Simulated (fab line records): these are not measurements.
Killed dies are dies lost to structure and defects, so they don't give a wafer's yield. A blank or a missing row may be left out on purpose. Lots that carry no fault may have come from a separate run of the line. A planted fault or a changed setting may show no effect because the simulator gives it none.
Chamber matching | flow n5Finfet | N5_BEOL_M14_DEP_53 on pecvd-01 has 3 sister chambers
The step deposits SiCN from 3MS/NH3, target thk 50 nm, time 17.8 s. 6 wafers are shown with their chamber, then 8 later ones without.

== EACH WAFER AND ITS CHAMBER ==
wafer  | chamber | throttleValvePct (%) | showerheadPlenumPTorr (Torr)
L080.4 | 2       | 18.1                 | 4.159
L085.1 | 1       | 20.2                 | 4.176
L084.4 | 1       | 20.5                 | 4.162
L084.5 | 0       | 17.2                 | 4.146
L084.6 | 2       | 18.0                 | 4.162
L090.1 | 0       | 17.4                 | 4.150

== WAFERS WITHOUT THEIR CHAMBER ==
wafer  | throttleValvePct (%) | showerheadPlenumPTorr (Torr)
L090.2 | 20.4                 | 4.174
L090.4 | 17.4                 | 4.148
L088.1 | 20.1                 | 4.175
L088.3 | 17.6                 | 4.147
L088.5 | 17.0                 | 4.158
L097.2 | 18.0                 | 4.160
L097.4 | 18.2                 | 4.156
L097.6 | 17.9                 | 4.161

== WHICH CHAMBER EACH WENT THROUGH ==
wafer  | from the rows above     | in truth
L090.2 | 1                       | 1
L090.4 | 0                       | 0
L088.1 | 1                       | 1
L088.3 | can't be placed: 0 or 2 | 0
L088.5 | 0                       | 0
L097.2 | 2                       | 2
L097.4 | 2                       | 2
L097.6 | 2                       | 2
Correctly placed: 7 of 8. Cannot be placed on the basis of these rows: 1; the candidates contain the true chamber in 1. Number placed wrongly: 0.
How it was worked out, from the rows above alone: a wafer's distance from a chamber is the root of the sum, over the readings, of the square of ((its reading less the chamber's mean) divided by the reading's scatter). If the next closest chamber is less than 2 further off than the closest, the wafer can't be placed; otherwise it belongs to the closest. A chamber's mean is the mean of its shown wafers. The scatter: the root of (the sum of the squares of (reading less its chamber's mean) over the shown wafers, divided by (wafers less chambers)).
